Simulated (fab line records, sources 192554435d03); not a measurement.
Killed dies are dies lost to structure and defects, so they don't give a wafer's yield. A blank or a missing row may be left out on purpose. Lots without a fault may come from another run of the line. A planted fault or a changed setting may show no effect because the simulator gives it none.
Chamber matching | flow n5_finfet | N5_BEOL_M5_ETCH_68 on rie_diel-05: 4 sister chambers
The step etches SOC in N2/H2, target depth 80 nm, overetch 16 nm, time 120 s. 4 wafers are shown with their chamber, then 10 later ones without.

WAFERS WITH THEIR CHAMBER
wafer  | chamber | throttle_valve_pct (%)
L088.5 | 0       | 17.48
L088.6 | 3       | 17.87
L089.1 | 1       | 17.50
L089.2 | 2       | 18.08

WAFERS WITHOUT THEIR CHAMBER
wafer  | throttle_valve_pct (%)
L089.6 | 18.07
L091.1 | 17.86
L091.4 | 17.51
L091.5 | 17.48
L095.3 | 17.51
L095.5 | 18.08
L095.6 | 17.89
L096.3 | 17.54
L096.4 | 18.09
L096.5 | 18.09

WHICH CHAMBER EACH WENT THROUGH
wafer  | from the rows above     | in truth
L089.6 | 2                       | 2
L091.1 | 3                       | 3
L091.4 | can't be placed: 1 or 0 | 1
L091.5 | can't be placed: 0 or 1 | 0
L095.3 | can't be placed: 1 or 0 | 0
L095.5 | 2                       | 2
L095.6 | 3                       | 3
L096.3 | can't be placed: 1 or 0 | 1
L096.4 | 2                       | 2
L096.5 | 2                       | 2
Placed correctly: 6 of 10. Can't be placed from these rows: 4 (the true chamber is among the candidates in 4). Placed wrongly: 0.
How it was worked out, from the rows above alone: a wafer's distance from a chamber is the root of the sum, over the readings, of the square of ((its reading less the chamber's mean) divided by the reading's scatter). The wafer belongs to the nearest chamber; if the next one is less than 2 further off, it can't be placed. A chamber's mean is the mean of its shown wafers. The scatter: with one shown wafer a chamber, the root of the mean of the squares of how far each hidden wafer lies from its nearest shown one.
